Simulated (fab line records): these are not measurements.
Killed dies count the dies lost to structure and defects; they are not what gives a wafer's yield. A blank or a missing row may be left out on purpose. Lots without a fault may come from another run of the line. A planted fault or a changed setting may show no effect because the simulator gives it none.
Which of the tools did it? -- flow n5_finfet -- 9 lots, 27 wafers sampled, at 5 steps of a route of 1938

## WHAT THE GAUGES READ, wafer by wafer
N5_BEOL_M4_RC_MEAS_101. Usual: DIBL_N 36.8 mV/V, standard deviation 2.2; DIBL_P 37.0 mV/V, standard deviation 2.8; IOFF_N 0.18 nA/um, standard deviation 0.043; IOFF_P 0.23 nA/um, standard deviation 0.05; ION_N 680 uA/um, standard deviation 14; ION_P 466 uA/um, standard deviation 9.1; SS_N 71.7 mV/dec, standard deviation 0.74; SS_P 73.5 mV/dec, standard deviation 0.79; VT_N 248 mV, standard deviation 4; VT_P -249 mV, standard deviation 4.1.
lot,measured,on,DIBL_N (mV/V),DIBL_P (mV/V),IOFF_N (nA/um),IOFF_P (nA/um),ION_N (uA/um),ION_P (uA/um),SS_N (mV/dec),SS_P (mV/dec),VT_N (mV),VT_P (mV),flag
L360,day 8 09:23,prober-01,34.7 33.8 37.8,35.3 35.0 38.8,0.13 0.13 0.20,0.19 0.19 0.25,665 687 689,459 467 467,71.2 71.0 71.7,73.2 73.7 74.1,251 249 246,-253 -251 -249,
L361,day 8 09:34,prober-02,37.8 34.9 38.9,36.7 33.9 38.6,0.16 0.13 0.19,0.19 0.17 0.23,666 677 688,450 462 463,71.9 69.7 71.8,73.9 73.0 73.7,249 252 248,-254 -255 -251,
L368,day 10 08:27,prober-02,40.9 36.3 31.0,45.1 39.3 32.1,0.28 0.17 0.09,0.36 0.23 0.13,698 685 647,474 472 449,72.8 71.2 69.7,75.9 72.8 71.9,240 247 256,-244 -251 -257,
L372,day 10 22:02,prober-01,36.0 34.0 36.7,34.8 31.5 34.3,0.18 0.13 0.18,0.22 0.17 0.21,691 668 687,467 462 474,71.4 70.7 71.0,72.5 71.9 72.6,247 255 249,-250 -251 -248,
L374,day 11 14:02,prober-02,39.4 34.7 35.5,41.1 32.9 35.6,0.25 0.14 0.15,0.29 0.15 0.20,703 672 670,478 454 461,72.8 71.4 71.3,74.9 72.9 72.9,243 250 250,-244 -255 -252,
L376,day 11 15:13,prober-02,38.0 38.0 34.9,35.6 37.6 31.6,0.16 0.18 0.12,0.18 0.21 0.13,675 678 662,453 454 448,71.6 72.3 71.6,73.2 73.6 72.1,249 249 254,-254 -251 -256,
L377,day 11 20:49,prober-02,38.1 40.9 38.4,35.3 38.5 35.4,0.18 0.22 0.16,0.24 0.30 0.23,688 693 669,475 478 459,72.0 72.2 71.9,73.1 74.1 73.5,249 243 252,-246 -244 -248,
L380,day 13 05:25,prober-02,38.8 37.5 37.8,40.2 39.5 38.9,0.22 0.20 0.18,0.29 0.29 0.25,696 696 679,472 480 466,72.0 72.4 72.2,74.7 74.3 74.3,247 245 249,-244 -244 -245,
L382,day 13 10:34,prober-01,33.4 37.3 35.5,34.3 39.2 37.2,0.12 0.20 0.15,0.17 0.25 0.22,671 687 670,460 468 466,70.6 71.6 71.4,73.1 73.7 73.1,256 246 251,-255 -250 -250,

## EACH LOT AND THE TOOL THAT RAN IT (in order: tool; ch and the chambers of the sampled wafers; start)
lot,N5_GATE_CUT_VAPOR_ETCH_60,N5_GATE_CUT_ETCH_37,N5_GATE_CUT_CUT_ETCH_53,N5_GATE_CUT_ALD_22
L360,"rie_metal-03 ch 1, day 4 10:53","rie_diel-03 ch 0,1,2, day 4 14:25","rie_metal-01 ch 0,1, day 4 14:44","ald_sin-04 ch 1,2,3, day 4 15:47"
L361,"rie_metal-03 ch 0, day 4 13:41","rie_diel-01 ch 0,1, day 4 17:13","rie_metal-03 ch 0,1, day 4 17:32","ald_sin-04 ch 0,2,3, day 4 17:59"
L368,"rie_metal-01 ch 0,1, day 6 12:13","rie_diel-02 ch 1,2,3, day 6 16:00","rie_metal-01 ch 0,1, day 6 16:19","ald_sin-04 ch 0,1,3, day 6 16:58"
L372,"rie_metal-01 ch 0,1, day 7 07:24","rie_diel-02 ch 0,1,2, day 7 11:35","rie_metal-01 ch 0, day 7 11:53","ald_sin-01 ch 0,1,2, day 7 12:42"
L374,"rie_metal-03 ch 0, day 7 19:15","rie_diel-02 ch 1,3, day 7 23:03","rie_metal-01 ch 0, day 7 23:22","ald_sin-03 ch 0,3, day 8 00:05"
L376,"rie_metal-03 ch 0,1, day 8 06:52","rie_diel-03 ch 0,2,3, day 8 10:42","rie_metal-02 ch 0,1, day 8 11:01","ald_sin-04 ch 2,3, day 8 11:37"
L377,"rie_metal-02 ch 0,1, day 8 14:37","rie_diel-02 ch 0,1,2, day 8 18:10","rie_metal-02 ch 0,1, day 8 18:29","ald_sin-01 ch 0,2,3, day 8 19:01"
L380,"rie_metal-02 ch 0,1, day 9 09:15","rie_diel-03 ch 0,1, day 9 13:02","rie_metal-03 ch 0,1, day 9 13:21","ald_sin-01 ch 0,1,2, day 9 13:48"
L382,"rie_metal-01 ch 0,1, day 10 02:15","rie_diel-01 ch 0,1,2, day 10 06:02","rie_metal-02 ch 0,1, day 10 06:21","ald_sin-03 ch 1,3, day 10 06:50"
- N5_GATE_CUT_VAPOR_ETCH_60: etches HfO2 in BCl3/Cl2.
- N5_GATE_CUT_ETCH_37: etches SOC in N2/H2, target depth 60 nm, overetch 12 nm, time 90 s.
- N5_GATE_CUT_CUT_ETCH_53: etches W in SF6/Cl2, target depth 79.2 nm.
- N5_GATE_CUT_ALD_22: deposits SiNx, target thk 16 nm, pulse time 1 s, ald cycles 320.

## AS READ BY THE TOOLS THEMSELVES (means over the sampled wafers that have a number; for cases with no such wafer, the mark the record gives instead)
N5_GATE_CUT_VAPOR_ETCH_60. Usual: drypump_motor_current_A 5.9 A, standard deviation 0.44; oes_product_au 0.80 a.u., standard deviation 0.11.
lot,tool,drypump_motor_current_A (A),oes_product_au (a.u.),flag
L360,rie_metal-03,5.7,0.65,
L361,rie_metal-03,5.3,0.91,
L368,rie_metal-01,5.7,0.69,
L372,rie_metal-01,5.6,0.63,
L374,rie_metal-03,5.3,0.88,
L376,rie_metal-03,5.5,0.72,
L377,rie_metal-02,6.1,0.84,
L380,rie_metal-02,6.3,0.82,
L382,rie_metal-01,5.8,0.80,

N5_GATE_CUT_ETCH_37. Usual: bias_w 150.0 W (standard deviation 0.44); drypump_motor_current_A 5.8 A (standard deviation 0.42); oes_product_au 0.68 a.u. (standard deviation 0.07); rf_fwd_power_W 835 W (standard deviation 3.2); rf_vpp_V 524.6 V (standard deviation 2.3); showerhead_plenum_p_Torr 2.57 Torr (standard deviation 0.076); throttle_valve_pct 17.96 % (standard deviation 0.28).
lot,tool,bias_w (W),drypump_motor_current_A (A),oes_product_au (a.u.),rf_fwd_power_W (W),rf_vpp_V (V),showerhead_plenum_p_Torr (Torr),throttle_valve_pct (%),flag
L360,rie_diel-03,149.6,6.1,0.68,835,524.6,2.57,17.72,
L361,rie_diel-01,150.3,5.3,0.66,833,524.6,2.60,17.77,
L368,rie_diel-02,150.1,5.8,0.65,836,523.2,2.53,18.18,
L372,rie_diel-02,149.8,5.9,0.65,834,523.7,2.57,18.14,
L374,rie_diel-02,149.9,5.7,0.64,835,521.8,2.48,18.29,
L376,rie_diel-03,150.1,6.4,0.71,835,525.6,2.61,17.58,
L377,rie_diel-02,149.8,5.9,0.63,839,523.5,2.56,18.15,
L380,rie_diel-03,150.4,5.8,0.66,831,523.5,2.56,17.93,
L382,rie_diel-01,149.9,5.4,0.75,833,524.4,2.57,17.88,

N5_GATE_CUT_CUT_ETCH_53. Usual: bias_w 80.01 W, standard deviation 0.23; drypump_motor_current_A 5.8 A, standard deviation 0.41; etch_rf_on_time_s 26.8 s, standard deviation 0.71; oes_product_au 0.71 a.u., standard deviation 0.088; rf_fwd_power_W 877.9 W, standard deviation 3; throttle_valve_pct 28.67 %, standard deviation 0.21.
lot,tool,bias_w (W),drypump_motor_current_A (A),etch_rf_on_time_s (s),oes_product_au (a.u.),rf_fwd_power_W (W),throttle_valve_pct (%),flag
L360,rie_metal-01,80.35,5.7,26.7,0.59,875.0,28.70,
L361,rie_metal-03,79.83,5.4,26.4,0.74,877.3,28.61,
L368,rie_metal-01,80.14,5.8,26.5,0.63,877.6,28.76,
L372,rie_metal-01,79.96,5.9,21.7,0.77,1090.7,28.84,OFF
L374,rie_metal-01,80.00,5.9,21.9,0.76,1093.4,28.83,OFF
L376,rie_metal-02,79.94,6.1,27.9,0.74,880.4,28.60,
L377,rie_metal-02,80.22,6.3,27.4,0.74,879.3,28.50,
L380,rie_metal-03,79.84,5.5,26.7,0.70,877.6,28.63,
L382,rie_metal-02,80.13,6.3,27.5,0.72,878.7,28.51,

N5_GATE_CUT_ALD_22. Usual: heater_power_w 780 W, standard deviation 45; precursor_pulse_height_rel 1.000, standard deviation 0.02.
lot,tool,heater_power_w (W),precursor_pulse_height_rel,flag
L360,ald_sin-04,759,0.992,
L361,ald_sin-04,746,1.000,
L368,ald_sin-04,726,1.009,
L372,ald_sin-01,800,0.984,
L374,ald_sin-03,762,0.981,
L376,ald_sin-04,754,1.021,
L377,ald_sin-01,812,0.996,
L380,ald_sin-01,812,0.986,
L382,ald_sin-03,749,0.994,

## THE ANSWER, worked out from the rows above alone
Rule: lot off if the mean of its wafers having a number is beyond 3 standard deviations from the usual mean. Also off: a lot with no number at a reading for which 4 or more lots have one. All remaining lots with rows at the step are treated as sound. Order of review: gauges by route order, followed by the tools' own readings, for which a lot's mean as printed above is used. The first step at which some lot is off is used, and at that step the reading that is off furthest; a lot without a number counts as furthest.
Off: L372, L374, at N5_GATE_CUT_CUT_ETCH_53 (rf_fwd_power_W).
If a tool, at that step or one of the process steps before it, ran each lot that is off and ran no sound lot following the first of them, it fits. One fits: N5_GATE_CUT_CUT_ETCH_53 on rie_metal-01. Its last sound lot is L368 (day 6 16:19), its first lot that is off L372 (day 7 11:53): a fault that began between those two fits.
The tool's own readings at N5_GATE_CUT_CUT_ETCH_53 bear it out: on the lots that are off they differ by more than 5 times the standard deviation of the sound lots' means. etch_rf_on_time_s reads 21.8 s there against 27.0 s on the sound lots; rf_fwd_power_W reads 1092.1 W there against 878.0 W on the sound lots.

## WHAT THE SIMULATOR PUT IN
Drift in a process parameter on rie_metal-01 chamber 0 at N5_GATE_CUT_CUT_ETCH_53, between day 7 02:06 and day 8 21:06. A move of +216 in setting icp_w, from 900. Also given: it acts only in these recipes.
Struck lots among those shown: L372, L374. The same result came from the rule above.
